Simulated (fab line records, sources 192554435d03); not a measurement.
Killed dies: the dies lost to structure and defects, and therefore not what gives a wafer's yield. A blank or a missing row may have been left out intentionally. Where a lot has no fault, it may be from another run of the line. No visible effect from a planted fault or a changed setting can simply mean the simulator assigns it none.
Which tool did it? | flow n5-finfet | Sampling: 10 lots, 29 wafers, 5 of 1938 route steps

## WHAT THE GAUGES READ, wafer by wafer
N5_BEOL_M2_CD_MEAS_11 targets a cd of 16.79 nm.
lot  | measured     | on        | cd-nm (nm)
L163 | day 7 17:49  | cd-sem-02 | 17.05 16.45 16.86
L167 | day 7 22:45  | cd-sem-01 | 16.41 16.69 16.98
L165 | day 7 23:05  | cd-sem-01 | 17.20 17.09 17.31
L166 | day 8 02:34  | cd-sem-01 | 16.99 16.37 16.75
L169 | day 8 04:57  | cd-sem-03 | 16.90 16.66 16.81
L170 | day 8 07:37  | cd-sem-03 | 17.49 16.99 17.19
L183 | day 11 13:53 | cd-sem-02 | 17.28 16.88 17.08
L185 | day 11 22:40 | cd-sem-01 | 16.32 16.66
L184 | day 12 10:46 | cd-sem-02 | 16.95 16.86 16.83
L186 | day 12 16:35 | cd-sem-03 | 16.76 17.23 16.96

N5_BEOL_M2_INSPECT_13: inspects for defects (brightfield).
lot  | measured     | on                | raw-defect-count
L163 | day 7 17:54  | defect-inspect-02 | 414 386 371
L167 | day 7 22:50  | defect-inspect-01 | 460 439 410
L165 | day 7 23:11  | defect-inspect-02 | 375 364 380
L166 | day 8 02:39  | defect-inspect-02 | 334 516 458
L169 | day 8 05:02  | defect-inspect-02 | 655 426 558
L170 | day 8 07:43  | defect-inspect-02 | 624 395 529
L183 | day 11 13:58 | defect-inspect-01 | 535 524 698
L185 | day 11 22:45 | defect-inspect-01 | 443 489
L184 | day 12 10:52 | defect-inspect-02 | 424 358 394
L186 | day 12 16:41 | defect-inspect-02 | 330 303 396

N5_BEOL_M4_RC_MEAS_101.
lot  | measured     | on        | DIBL_N (mV/V)  | DIBL_P (mV/V)  | IOFF_N (nA/um) | IOFF_P (nA/um) | ION_N (uA/um) | ION_P (uA/um) | SS_N (mV/dec)  | SS_P (mV/dec)  | VT_N (mV)   | VT_P (mV)
L163 | day 8 20:52  | prober-01 | 33.1 34.9 38.3 | 33.5 36.1 39.8 | 0.10 0.14 0.22 | 0.14 0.18 0.24 | 647 658 696   | 443 454 469   | 70.5 71.3 72.1 | 71.6 73.0 73.2 | 258 252 244 | -256 -254 -251
L167 | day 9 02:46  | prober-01 | 39.7 36.1 35.1 | 39.8 32.2 33.3 | 0.19 0.13 0.12 | 0.27 0.15 0.17 | 657 644 645   | 452 439 449   | 71.8 70.9 70.6 | 75.0 72.2 72.6 | 249 254 254 | -248 -255 -255
L165 | day 9 02:56  | prober-02 | 40.5 37.7 38.3 | 39.4 35.1 37.4 | 0.23 0.17 0.20 | 0.26 0.19 0.23 | 695 676 693   | 463 454 464   | 73.2 72.8 72.4 | 74.4 73.9 73.9 | 247 250 248 | -250 -254 -248
L166 | day 9 08:06  | prober-02 | 34.9 35.6 36.0 | 34.8 34.2 34.3 | 0.16 0.17 0.17 | 0.26 0.25 0.25 | 695 653 679   | 487 460 465   | 71.3 71.6 71.9 | 72.6 73.1 73.2 | 249 250 248 | -244 -245 -246
L169 | day 9 16:56  | prober-02 | 39.1 41.6 41.1 | 38.8 42.6 42.1 | 0.20 0.28 0.23 | 0.23 0.30 0.28 | 668 695 702   | 454 467 472   | 72.6 72.6 72.1 | 73.9 74.9 74.9 | 249 243 247 | -251 -248 -249
L170 | day 9 17:14  | prober-01 | 35.3 32.8 32.1 | 37.4 33.5 33.0 | 0.13 0.10 0.10 | 0.21 0.16 0.15 | 659 664 662   | 456 462 459   | 71.8 70.7 71.0 | 73.9 72.6 72.1 | 252 256 257 | -251 -254 -254
L183 | day 12 20:22 | prober-02 | 35.6 35.8 37.1 | 35.6 36.1 37.1 | 0.15 0.16 0.19 | 0.19 0.19 0.22 | 665 681 673   | 447 456 449   | 71.4 71.3 72.3 | 73.5 73.6 73.9 | 252 250 246 | -254 -254 -253
L185 | day 15 04:58 | prober-02 | 34.8 33.9      | 32.7 32.3      | 0.12 0.10      | 0.14 0.14      | 672 645       | 456 446       | 70.9 70.4      | 72.0 72.4      | 254 257     | -254 -256
L184 | day 14 02:22 | prober-02 | 36.5 40.9 36.9 | 38.2 43.3 38.2 | 0.16 0.30 0.18 | 0.23 0.37 0.23 | 661 712 682   | 455 483 462   | 71.5 72.4 71.4 | 74.0 75.4 74.2 | 251 240 247 | -251 -245 -251
L186 | day 14 08:18 | prober-02 | 38.0 37.7 35.5 | 35.3 35.8 33.8 | 0.19 0.16 0.14 | 0.20 0.20 0.17 | 693 654 680   | 467 445 472   | 72.9 71.8 71.3 | 73.4 73.4 73.6 | 246 251 251 | -252 -252 -252

## WHICH TOOL RAN EACH LOT (tool, then ch and the chambers of the sampled wafers, then the start)
lot  | N5_BEOL_M1_SPUTTER_86        | N5_BEOL_M2_COAT_61
L163 | pvd-sputter-01, day 7 13:50  | litho-track-02 ch 0, day 7 17:25
L167 | pvd-sputter-03, day 7 18:58  | litho-track-04 ch 0, day 7 22:22
L165 | pvd-sputter-01, day 7 19:32  | litho-track-02 ch 0, day 7 22:42
L166 | pvd-sputter-02, day 7 22:37  | litho-track-04 ch 0, day 8 02:10
L169 | pvd-sputter-01, day 8 01:49  | litho-track-02 ch 0, day 8 04:34
L170 | pvd-sputter-02, day 8 03:28  | litho-track-02 ch 0, day 8 07:21
L183 | pvd-sputter-03, day 11 10:56 | litho-track-03 ch 0, day 11 13:29
L185 | pvd-sputter-02, day 11 17:43 | litho-track-04 ch 0, day 11 22:23
L184 | pvd-sputter-02, day 12 01:19 | litho-track-03 ch 0, day 12 04:40
L186 | pvd-sputter-02, day 12 09:57 | litho-track-03 ch 0, day 12 16:19
- N5_BEOL_M1_SPUTTER_86: material Cu, target thk 4.5 nm, time 8.29 s.
- N5_BEOL_M2_COAT_61: time 60 s, resist thk 60 nm.

## WHAT THE TOOLS THEMSELVES READ (means of the sampled wafers that have a number; where no wafer has one, the mark that the record gives instead)
N5_BEOL_M1_SPUTTER_86.
lot  | tool           | chamber-pressure-pa (Pa) | throttle-valve-pct (%)
L163 | pvd-sputter-01 | 0.06998                  | 29.4
L167 | pvd-sputter-03 | 0.07011                  | 30.9
L165 | pvd-sputter-01 | 0.07004                  | 29.4
L166 | pvd-sputter-02 | 0.06993                  | 30.1
L169 | pvd-sputter-01 | 0.06999                  | 30.0
L170 | pvd-sputter-02 | 0.06998                  | 30.4
L183 | pvd-sputter-03 | 0.07008                  | 31.6
L185 | pvd-sputter-02 | 0.07014                  | 30.2
L184 | pvd-sputter-02 | 0.06999                  | 30.2
L186 | pvd-sputter-02 | 0.07007                  | 30.1

N5_BEOL_M2_COAT_61.
lot  | tool           | chill-plate-temp-C (C) | exhaust-pa (Pa) | heater-power-total-W (W) | plate-temp-C (C)
L163 | litho-track-02 | 23.11                  | 45.3            | 500.9                    | 249.85
L167 | litho-track-04 | 22.92                  | 44.4            | 499.7                    | 249.96
L165 | litho-track-02 | 23.12                  | 46.8            | 500.7                    | 250.17
L166 | litho-track-04 | 23.09                  | 46.4            | 500.3                    | 250.06
L169 | litho-track-02 | 23.01                  | 46.0            | 456.1                    | 231.08
L170 | litho-track-02 | 22.97                  | 45.2            | 454.6                    | 231.04
L183 | litho-track-03 | 23.12                  | 45.0            | 499.3                    | 249.86
L185 | litho-track-04 | 23.02                  | 46.3            | 500.2                    | 250.00
L184 | litho-track-03 | 22.99                  | 44.1            | 501.6                    | 249.94
L186 | litho-track-03 | 22.93                  | 45.1            | 501.1                    | 249.73

## THE ANSWER, worked out from the rows above alone
Rule: what is usual is taken from the lots themselves. Put in order of their means at a reading, lots are off if they are a third of the lots or fewer, leave a main group of 4 or more, and stand apart from it by a gap of 3 or more times the standard deviation of the main group's means; of several such gaps the widest counts. If all means in a main group match to the digits the tables above print for the reading, that group is not used. Also off: a lot with no number at a reading for which 4 or more lots have one. Where the step has rows for the other lots, those lots are counted as sound. The gauges are gone through in route order, then the tools' own readings, and for those a lot's mean is taken as printed above. At the first step where some lot is off, the reading lying furthest off is the one used; lots without a number count as furthest.
Off: L169, L170, at N5_BEOL_M2_COAT_61 (plate-temp-C). Main group: mean 249.95 C, sd 0.13.
A tool fits if, at that step or a process step before it, it ran every lot that is off, and no sound lot after the first of them. One candidate fits, namely litho-track-02 at N5_BEOL_M2_COAT_61. Its last sound lot is L165 (day 7 22:42), its first lot that is off L169 (day 8 04:34): a fault that began between those two fits.
The tool's own readings at N5_BEOL_M2_COAT_61 bear it out: on the lots that are off they differ by more than 5 times the standard deviation of the sound lots' means. heater-power-total-W reads 455.4 W there against 500.5 W on the sound lots; plate-temp-C reads 231.06 C there against 249.95 C on the sound lots.

## WHAT THE SIMULATOR HAD INSERTED
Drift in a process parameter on litho-track-02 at N5_BEOL_M2_COAT_61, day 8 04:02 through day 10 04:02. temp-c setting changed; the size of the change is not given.
Struck lots among those shown: L169, L170. This agrees with what the rule above found.
